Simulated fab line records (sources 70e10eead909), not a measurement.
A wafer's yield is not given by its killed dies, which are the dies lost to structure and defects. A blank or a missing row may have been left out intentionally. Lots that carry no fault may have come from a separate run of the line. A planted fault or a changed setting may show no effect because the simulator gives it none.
Struck lot and sound lot, side by side    flow nand_harc    39 out of 1302 route steps
Sound: these wafers, L797.2, L797.5, L797.6. Struck: wafer L812.4 (left out: L812.1, L812.3 of the same lot, which were not struck); the cause appears at the end.
For every step that has rows: the tool of each side, followed by ch and its chambers, followed by its first start. Under that, the readings that differ: sound wafers    struck wafers    difference of the means    sigmas: that difference in standard deviations of wafers without a fault.
alike: a reading whose means differ by less than 2 such deviations, as well as words and numbers matching on both sides. not compared: withheld readings; readings where some wafer has no value; bounds like >300 that might hide an equal value; numbers whose values overlap and for which the record gives no deviation.
Wherever a step has rows on one side only, a row that says differs or no value, or a row with sigmas, the two part there. When numbers do not overlap yet have no deviation, they are printed without sigmas and do not part them. A reading that every wafer of one side lacks parts them only if that side has two wafers or more.

first, 8 steps without rows for these wafers: NHARC_P_BONDPAD_HMDS_02 (time 30 s); NHARC_P_BONDPAD_COAT_36 (time 65 s); NHARC_P_BONDPAD_COAT_03 (resist thk 600 nm); NHARC_P_BONDPAD_SOFTBAKE_04 (time 70 s); NHARC_P_BONDPAD_EBR_05; NHARC_P_BONDPAD_EXPOSE_06 (exposes mask P BPAD); NHARC_P_BONDPAD_PEB_07 (peb time 80 s); NHARC_P_BONDPAD_DEVELOP_08 (time 50 s).
NHARC_P_BONDPAD_CD_MEAS_09 targets a cd of 500 nm.
  sound on cd_sem-03 ch 0, day 6 10:37; struck on cd_sem-03 ch 0, day 12 15:53
  alike: cd_nm
NHARC_P_BONDPAD_OVL_MEAS_38:
  sound on overlay-02, day 6 10:42; struck on overlay-01, day 12 15:58
  alike: overlay_x_nm, overlay_y_nm
then, 1 step without rows for these wafers: NHARC_P_BONDPAD_HARDBAKE_10 (time 65 s).
NHARC_P_BONDPAD_DESCUM_11: chemistry O2, time 3 s.
  sound on rie_diel-10 ch 0,2, day 6 10:50; struck on rie_diel-10 ch 2, day 12 16:06
  alike: drypump_motor_current_A, o2_flow_sccm, oes_product_au, rf_vpp_V, showerhead_plenum_p_Torr, throttle_valve_pct
  not compared: rf_hours_counter_h
NHARC_P_BONDPAD_ETCH_37: etches the open film in N2/H2, target depth 60 nm, overetch 18 nm, time 65.91 s.
  sound on rie_diel-10 ch 0,2, day 6 10:58; struck on rie_diel-10 ch 1, day 12 16:10
reading              sound              struck  difference  sigmas
h2_flow_sccm (sccm)  149.5 149.4 149.9  151.1   +1.5        +3
  alike: drypump_motor_current_A, oes_product_au, rf_fwd_power_W, rf_vpp_V, showerhead_plenum_p_Torr, throttle_valve_pct
  not compared: rf_hours_counter_h
NHARC_P_BONDPAD_ETCH_12: etches the open film in CHF3/O2, target depth 200 nm, time 100 s.
  sound on rie_diel-10 ch 0,2, day 6 11:06; struck on rie_diel-10 ch 3
reading                 sound                 struck  difference  sigmas
throttle_valve_pct (%)  20.589 20.589 20.578  20.562  -0.023      -3
  alike: drypump_motor_current_A, o2_flow_sccm, oes_product_au, rf_fwd_power_W, rf_vpp_V, showerhead_plenum_p_Torr
  not compared: rf_hours_counter_h
NHARC_P_BONDPAD_CD_MEAS_13:
  sound on cd_sem-03, day 6 11:17; struck on cd_sem-03, day 12 16:24
  alike: cd_nm
then, 5 steps without rows for these wafers: NHARC_P_BONDPAD_STRIP_15 (strips in O2); NHARC_P_BONDPAD_ETCH_24 (etches the open film in CF4/N2, target depth 30 nm, time 72.99 s); NHARC_P_BONDPAD_STRIP_16 (strips in post etch residue remover, time 600 s); NHARC_P_BONDPAD_DEGAS_25 (time 60 s); NHARC_P_BONDPAD_PRE_CLEAN_26 (time 30 s).
NHARC_P_BONDPAD_PVD_17: deposits TaN, target thk 5 nm, time 8.06 s.
  sound on pvd_sputter-02; struck on pvd_sputter-03
  alike: throttle_valve_pct
then, 3 steps without rows for these wafers: NHARC_P_BONDPAD_PVD_27 (deposits Cu, target thk 30 nm, time 20.49 s); NHARC_P_BONDPAD_ECD_18 (material Cu, target thk 400 nm); NHARC_P_BONDPAD_ANNEAL_28 (time 90 s).
NHARC_P_BONDPAD_CMP_19: polishes, t overpolish 30 s, cu recess touch 16 s, target thk 160.81 nm.
  sound on cmp-02 ch 0,1,2, day 6 13:07; struck on cmp-03 ch 3, day 12 18:07
  alike: edge_zone_pressure_frac, motor_current_A, overpolish_run_s
NHARC_P_BONDPAD_THK_MEAS_20: measures by xrf.
  sound on film_metro-01, day 6 13:21; struck on film_metro-02, day 12 18:26
  alike: thk_nm
then, 1 step without rows for these wafers: NHARC_P_BONDPAD_SRD_21 (time 30 s, dry time 20 s).
NHARC_P_BONDPAD_ACTIVATE_29: chemistry N2, time 60 s.
  sound on rie_diel-02 ch 0,3, day 6 13:39; struck on rie_diel-11 ch 0, day 12 18:43
reading                      sound        struck  difference  sigmas
drypump_motor_current_A (A)  5.6 5.6 5.8  6.6     +0.9        +2
  alike: oes_product_au, rf_vpp_V, showerhead_plenum_p_Torr
  not compared: rf_hours_counter_h
then, 10 steps without rows for these wafers: NHARC_P_BONDPAD_PRECLEAN_30 (cleans in DIW, time 300 s); NHARC_P_BONDPAD_SRD_31 (time 30 s, dry time 20 s); NHARC_A_ZERO_WELL_PRECLEAN_00 (cleans in SPM, time 600 s); NHARC_A_ZERO_WELL_SRD_01; NHARC_A_ZERO_WELL_DEHYDRATE_02 (time 120 s); NHARC_A_ZERO_WELL_HMDS_03 (time 30 s); NHARC_A_ZERO_WELL_COAT_18 (time 65 s); NHARC_A_ZERO_WELL_COAT_04 (resist thk 600 nm); NHARC_A_ZERO_WELL_SOFTBAKE_05 (time 70 s); NHARC_A_ZERO_WELL_EBR_06.
-- the record jumps here: 18 days lie between the struck wafers' starts before and after (it left off in module A_ZERO_WELL and takes up again in module END, whose first step shown is number 1302 of the route) --
NHARC_END_SORT_01:
  here the record holds rows for the struck wafers (prober-01 ch 0, day 30 14:16) but none for the sound ones

== WHERE THEY PART ==
Last at NHARC_END_SORT_01 as far as this record goes, first at NHARC_P_BONDPAD_ETCH_37.

WHY: what had been put in by the simulator
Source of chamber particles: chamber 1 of rie_diel-10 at NHARC_P_BONDPAD_ETCH_37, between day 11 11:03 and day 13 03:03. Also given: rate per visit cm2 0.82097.
